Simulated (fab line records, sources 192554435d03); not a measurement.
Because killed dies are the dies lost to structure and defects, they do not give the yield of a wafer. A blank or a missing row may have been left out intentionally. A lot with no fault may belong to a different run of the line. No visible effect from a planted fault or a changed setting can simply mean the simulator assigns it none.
Struck lot and sound lot, side by side | flow n5 finfet | 37 steps out of a route of 1938
Sound: these wafers, L357.1, L357.2, L357.4. The struck wafers were L352.1, L352.4, L352.6. Last of all comes the cause.
Each step with rows lists, per side, the tool, then ch with its chambers, then its first start. Under that, the readings that differ: sound wafers | struck wafers | difference of the means | sigmas: that difference in standard deviations of wafers without a fault.
alike: same words and numbers on both sides, and readings whose means sit less than 2 such deviations apart. not compared: any withheld reading, any reading some wafer has no value for, any bound like >300 that may hide the same value, and any number with overlapping values for which the record gives no deviation.
The two part at a step that has a row with sigmas, a row that says differs or no value, or rows on one side only. Numbers that have no deviation but don't overlap get no sigmas and don't part them. A reading missing from all wafers of one side parts the sides only when that side holds two or more wafers.

first, 11 steps without rows for these wafers: N5_MOL_CONTACT_COAG_CONTACT_ETCH_14 (etches SiO2 in C4F6/O2, target depth 27.5 nm, overetch 8.5 nm, time 20 s); N5_MOL_CONTACT_COAG_STRIP_109 (strips in C4F6/O2); N5_MOL_CONTACT_COAG_ETCH_15 (etches SiNx in CH3F/O2, stops on Si:P, target depth 7 nm); N5_MOL_CONTACT_COAG_ETCH_110 (etches Si in CF4/O2, target depth 2.5 nm, time 8 s); N5_MOL_CONTACT_COAG_STRIP_98 (strips in N2/H2); N5_MOL_CONTACT_COAG_IMPLANT_129; N5_MOL_CONTACT_COAG_PRECLEAN_111 (cleans in NF3:NH3, afs cycles 1, time 20 s, sublimation time 60 s); N5_MOL_CONTACT_COAG_TI_SIL_19 (material Ti, target thk 4.2 nm, time 15 s); N5_MOL_CONTACT_COAG_ALD_20 (deposits TiN, target thk 1.5 nm, pulse time 1 s, purge time 3 s); N5_MOL_CONTACT_COAG_SIL_ANNEAL_21 (time 60 s); N5_MOL_CONTACT_COAG_PRE_CLEAN_141 (time 60 s).
N5_MOL_CONTACT_COAG_SPUTTER_143: material Co, target thk 2.5 nm.
  sound on pvd sputter-02 at day 10 07:59; struck on pvd sputter-01 at day 9 02:43
  no value came back on the struck wafers for chamber pressure pa (Pa), substrate temp c (C), susceptor temp C (C), throttle valve pct (%); on the sound wafers chamber pressure pa (Pa) reads 0.1993 0.1995 0.2007
then, 23 steps without rows for these wafers: N5_MOL_CONTACT_COAG_CO_FILL_22 (material Co, precursor CCTBA/H2, target thk 20 nm); N5_MOL_CONTACT_COAG_ANNEAL_113 (time 300 s); N5_MOL_CONTACT_COAG_PRE_CLEAN_142 (time 60 s); N5_MOL_CONTACT_COAG_SPUTTER_130 (material Co, target thk 47.5 nm); N5_MOL_CONTACT_COAG_PRECLEAN_125 (cleans in DIW, time 57.5 s); N5_MOL_CONTACT_COAG_SRD_126 (dry time 32 s); N5_MOL_CONTACT_COAG_CMP_23 (polishes, stops on SiO2, t overpolish 1.5 s, target thk 0 nm); N5_MOL_CONTACT_COAG_WET_ETCH_26 (target Co, target depth 13 nm); N5_MOL_CONTACT_COAG_WET_ETCH_116 (etches the open film in SC1-inhibited, target depth 4.6 nm, rinse time 30 s); N5_MOL_CONTACT_COAG_ALD_27 (deposits SiOC, target thk 17 nm, pulse time 1.5 s, time 2720 s); N5_MOL_CONTACT_COAG_CMP_28 (polishes, stops on SiNx, t overpolish 0.85 s, target thk 14.522 nm); N5_MOL_CONTACT_COAG_ALD_123 (deposits SiNx, target thk 5 nm, pulse time 1 s, purge time 2 s); N5_MOL_CONTACT_COAG_PECVD_31 (deposits SiO2 from TEOS/O2, target thk 46 nm, time 8.9 s); N5_MOL_CONTACT_COAG_COAT_75 (time 60 s, resist thk 60 nm); N5_MOL_CONTACT_COAG_COAT_76 (time 60 s, resist thk 10 nm); N5_MOL_CONTACT_COAG_COAT_77 (time 60 s, resist thk 10 nm); N5_MOL_CONTACT_COAG_COAT_78 (resist thk 40 nm); N5_MOL_CONTACT_COAG_EBR_80; N5_MOL_CONTACT_COAG_SOFTBAKE_79 (time 60 s); N5_MOL_CONTACT_COAG_EXPOSE_81 (exposes mask VG, defocus 0 nm); N5_MOL_CONTACT_COAG_PEB_82 (peb time 60 s); N5_MOL_CONTACT_COAG_DEVELOP_83 (develop time 30 s); N5_MOL_CONTACT_COAG_DESCUM_88 (chemistry O2, time 7 s).
-- here the record skips 4 days between the struck wafers' starts before and after, leaving off in module MOL_CONTACT_COAG and picking up in module BEOL_M4 (first step shown: number 1111 of the route) --
N5_BEOL_M4_RC_MEAS_101:
  sound on prober-02 ch 0, day 13 17:06; struck on prober-02 ch 0, day 12 18:25
  reading        | sound          | struck | difference | sigmas
  DIBL_N (mV/V)  | 36.5 39.0 38.6 | 34.2   | -3.8       | -2
  DIBL_P (mV/V)  | 36.3 38.8 38.2 | 32.2   | -5.6       | -3
  IOFF_N (nA/um) | 0.16 0.23 0.20 | 0.12   | -0.08      | -3
  IOFF_P (nA/um) | 0.22 0.27 0.26 | 0.16   | -0.09      | -2
  ION_N (uA/um)  | 680 699 688    | 659    | -30        | -2
  ION_P (uA/um)  | 466 471 468    | 452    | -16        | -2
  SS_P (mV/dec)  | 73.4 74.2 74.0 | 72.3   | -1.6       | -2
  VT_N (mV)      | 249 242 245    | 256    | +11        | +3
  alike: SS_N, VT_P
-- a jump in the record: the struck wafers' starts before and after are 5 days apart (it breaks off in module BEOL_M4 and resumes in module PASSIVATION, where the first step shown is number 1936 of the route) --
N5_PASSIVATION_PROBE_49:
  sound on prober-01 at day 18 05:35; struck on prober-02 at day 17 09:50
  reading                  | sound          | struck         | difference | sigmas
  defect limited yield (%) | 91.3 94.6 91.3 | 41.4 44.1 40.5 | -50.4      | -34
  killed at contacts       | 16 6 19        | 617 597 621    | +598       | +99 or more
  killed dies              | 103 64 103     | 692 660 702    | +595       | +35
  killed on rim            | 17 8 14        | 38 145 66      | +70        | +16
  sort_bin_5_function (%)  | 5.0 2.8 5.3    | 55.3 54.1 55.6 | +50.6      | +53
  sort n pass              | 1077 1116 1077 | 488 520 478    | -595       | -33
  sort yield pct (%)       | 91.3 94.6 91.3 | 41.4 44.1 40.5 | -50.4      | -34
  alike: killed_at_M0_to_M3, killed_at_M4_up, killed at front end, killed at other, killed open, killed short, sort_bin_6_memory

WHERE THEY PART
At N5_MOL_CONTACT_COAG_SPUTTER_143 first; at N5_PASSIVATION_PROBE_49 last (within this record only).

WHY: what the simulator had put in
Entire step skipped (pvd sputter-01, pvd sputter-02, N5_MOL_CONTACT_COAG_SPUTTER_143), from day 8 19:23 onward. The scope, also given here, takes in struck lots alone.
